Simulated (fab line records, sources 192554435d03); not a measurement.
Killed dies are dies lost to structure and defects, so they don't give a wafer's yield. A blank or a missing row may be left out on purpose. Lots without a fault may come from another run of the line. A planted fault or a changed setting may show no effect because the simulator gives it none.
A struck lot beside a sound one | flow n5_finfet | 38 steps out of a route of 1938
Sound: wafers L614.1, L614.3, L614.6. Struck: wafers L605.3, L605.6. (L605.2 of the same lot was not struck and is left out.) The cause comes at the end.
At each step with rows: each side's tool, then ch and its chambers, then its first start. Under that, the readings that differ: sound wafers | struck wafers | difference of the means | sigmas: that difference in standard deviations of wafers without a fault.
alike: readings whose means differ by less than 2 such deviations, and words and numbers that are the same on both sides. not compared: withheld readings, readings that some wafer has no value for, bounds like >300 that may hide the same value, and numbers for which the record gives no deviation and whose values overlap.
The two part at a step that has a row with sigmas, a row that says differs or no value, or rows on one side only. Numbers that don't overlap but have no deviation are shown without sigmas and don't part them. A reading that every wafer of one side lacks parts them only if that side has two wafers or more.

first, 10 steps without rows for these wafers: N5_GATE_CUT_ETCHBACK_00 (etches W in SF6/Cl2); N5_GATE_CUT_ETCH_56 (etches TiN in Cl2/Ar, target depth 21.6 nm); N5_GATE_CUT_ETCHBACK_30 (etches TiN in Cl2/Ar, target depth 3 nm); N5_GATE_CUT_VAPOR_ETCH_60 (etches HfO2 in BCl3/Cl2); N5_GATE_CUT_ETCH_58 (etches SiNx in CH3F/O2, target depth 17 nm, time 128.6 s); N5_GATE_CUT_STRIP_59 (strips in N2/H2, time 20 s); N5_GATE_CUT_PRECLEAN_31 (cleans in DIW, time 300 s); N5_GATE_CUT_SRD_32 (time 30 s); N5_GATE_CUT_SAC_CAP_01 (material SiNx, target thk 24 nm, pulse time 1 s, ald cycles 480); N5_GATE_CUT_PECVD_57 (deposits SiNx from SiH4/NH3/N2, target thk 21 nm).
N5_GATE_CUT_CMP_02: polishes, stops on SiO2, t overpolish 12.7 s, target thk 0 nm.
  sound on cmp-01 ch 0,2,3, day 10 10:26; struck on cmp-01 ch 2,3, day 7 21:19
  reading                                              | sound           | struck      | difference | sigmas
  time_to_endpoint_s (s)                               | 24.1 28.0 24.7  | 13.1 12.1   | -13.0      | -7
  model.SiO2_flowable_of_ILD0_FCVD_FILL_01.thk_nm (nm) | 116 115.4 116.2 | 113.6 114.6 | -1.8       |
  alike: motor_current_A, overpolish_run_s
then, 25 steps without rows for these wafers: N5_GATE_CUT_HM_DEP_46 (deposits SiO2 from TEOS/O2, target thk 130 nm, time 26.6 s); N5_GATE_CUT_COAT_34 (time 60 s, resist thk 60 nm); N5_GATE_CUT_COAT_35 (time 60 s, resist thk 10 nm); N5_GATE_CUT_COAT_27 (time 60 s, resist thk 10 nm); N5_GATE_CUT_COAT_07 (resist thk 30 nm); N5_GATE_CUT_EBR_09; N5_GATE_CUT_SOFTBAKE_08 (time 60 s); N5_GATE_CUT_EXPOSE_10 (exposes mask GATE CUT, target cd 20 nm); N5_GATE_CUT_PEB_11 (peb time 60 s); N5_GATE_CUT_DEVELOP_12 (develop time 30 s); N5_GATE_CUT_DESCUM_18 (chemistry O2, time 7 s); N5_GATE_CUT_ETCH_28 (etches underlayer in N2/H2, target depth 13 nm, time 10.4 s); N5_GATE_CUT_ETCH_36 (etches SiARC in CF4, target depth 13 nm, time 21.7 s); N5_GATE_CUT_ETCH_37 (etches SOC in N2/H2, target depth 60 nm, overetch 12 nm, time 90 s); N5_GATE_CUT_STRIP_38 (strips in N2/H2); N5_GATE_CUT_STRIP_39 (strips in N2/H2); N5_GATE_CUT_HM_OPEN_40 (chemistry C4F6/O2, target SiO2, target depth 139 nm, time 85.1 s); N5_GATE_CUT_STRIP_41 (strips in CF4); N5_GATE_CUT_STRIP_42 (strips in O2); N5_GATE_CUT_ETCH_19 (etches SiNx in CH3F/O2, target depth 53.7 nm, time 76.7 s); N5_GATE_CUT_CUT_ETCH_53 (etches W in SF6/Cl2, target depth 79.2 nm); N5_GATE_CUT_CUT_ETCH_54 (etches TiN in Cl2/BCl3, target depth 96.7 nm); N5_GATE_CUT_CUT_ETCH_55 (etches HfO2 in BCl3, target depth 3.2 nm); N5_GATE_CUT_ETCH_47 (etches SiO2 in Cl2/BCl3, target depth 10 nm); N5_GATE_CUT_VAPOR_ETCH_48 (etches TiN in BCl3/Cl2).
N5_MOL_CONTACT_COAG_WET_ETCH_116: etches the open film in SC1-inhibited, target depth 4.6 nm, rinse time 30 s.
  sound on wet_bench-04 ch 1,5,6, day 10 22:36; struck on wet_bench-04 ch 2,4, day 8 07:30
  reading                                              | sound             | struck    | difference | sigmas
  model.SiO2_flowable_of_ILD0_FCVD_FILL_01.thk_nm (nm) | 112.4 111.8 112.6 | 110 111.2 | -2         |
  alike: rinse_temp_c
-- the record jumps here: 3 days lie between the struck wafers' starts before and after (it left off in module MOL_CONTACT_COAG and takes up again in module BEOL_M4, whose first step shown is number 1111 of the route) --
N5_BEOL_M4_RC_MEAS_101:
  sound on prober-01 ch 0, day 13 17:56; struck on prober-01 ch 0, day 11 18:04
  reading       | sound          | struck    | difference | sigmas
  DIBL_N (mV/V) | 40.2 39.1 40.0 | 37.8 34.7 | -3.5       | -3
  alike: DIBL_P, IOFF_N, IOFF_P, ION_N, ION_P, SS_N, SS_P, VT_N, VT_P

WHERE THEY PART
First at N5_GATE_CUT_CMP_02; last, within this record, at N5_BEOL_M4_RC_MEAS_101.

WHY: what the simulator had put in
Process parameter drift: cmp-01, from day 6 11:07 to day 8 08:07, at N5_GATE_CUT_CMP_02. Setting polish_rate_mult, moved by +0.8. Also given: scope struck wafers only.
